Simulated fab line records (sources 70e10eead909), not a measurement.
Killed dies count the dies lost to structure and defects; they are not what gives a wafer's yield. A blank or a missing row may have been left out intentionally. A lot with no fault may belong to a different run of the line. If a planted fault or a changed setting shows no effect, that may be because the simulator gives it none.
Chamber matching / flow nand-harc / rie-si-05 running NHARC_P_GATE_ETCH_32: 4 sister chambers
The step etches the open film in HBr/Cl2, target depth 150 nm, time 100.1 s. 4 wafers are shown with their chamber, then 7 later ones without.

WAFERS PAIRED WITH THEIR CHAMBERS
wafer=L085.2; chamber=0; drypump-motor-current-A (A)=6.45
wafer=L085.6; chamber=1; drypump-motor-current-A (A)=5.41
wafer=L092.1; chamber=2; drypump-motor-current-A (A)=6.23
wafer=L092.2; chamber=3; drypump-motor-current-A (A)=6.07

WAFERS WHOSE CHAMBER IS MISSING
wafer=L092.4; drypump-motor-current-A (A)=5.42
wafer=L093.1; drypump-motor-current-A (A)=6.20
wafer=L093.5; drypump-motor-current-A (A)=6.08
wafer=L093.6; drypump-motor-current-A (A)=6.45
wafer=L097.2; drypump-motor-current-A (A)=6.27
wafer=L097.3; drypump-motor-current-A (A)=5.40
wafer=L097.5; drypump-motor-current-A (A)=6.44

WHICH CHAMBER EACH WENT THROUGH
wafer=L092.4; from the rows above=1; in truth=1
wafer=L093.1; from the rows above=2; in truth=2
wafer=L093.5; from the rows above=3; in truth=3
wafer=L093.6; from the rows above=0; in truth=0
wafer=L097.2; from the rows above=2; in truth=2
wafer=L097.3; from the rows above=1; in truth=1
wafer=L097.5; from the rows above=0; in truth=0
Placed correctly: 7 of 7. Not placeable from these rows: 0. Number placed wrongly: 0.
How it was worked out, from the rows above alone: a wafer's distance from a chamber is the root of the sum, over the readings, of the square of ((its reading less the chamber's mean) divided by the reading's scatter). The wafer belongs to the nearest chamber; if the next one is less than 2 further off, it can't be placed. For every chamber, the mean is computed from those of its wafers that are shown. The scatter: root of mean squared gap, hidden wafer to nearest shown wafer, with one shown wafer a chamber.
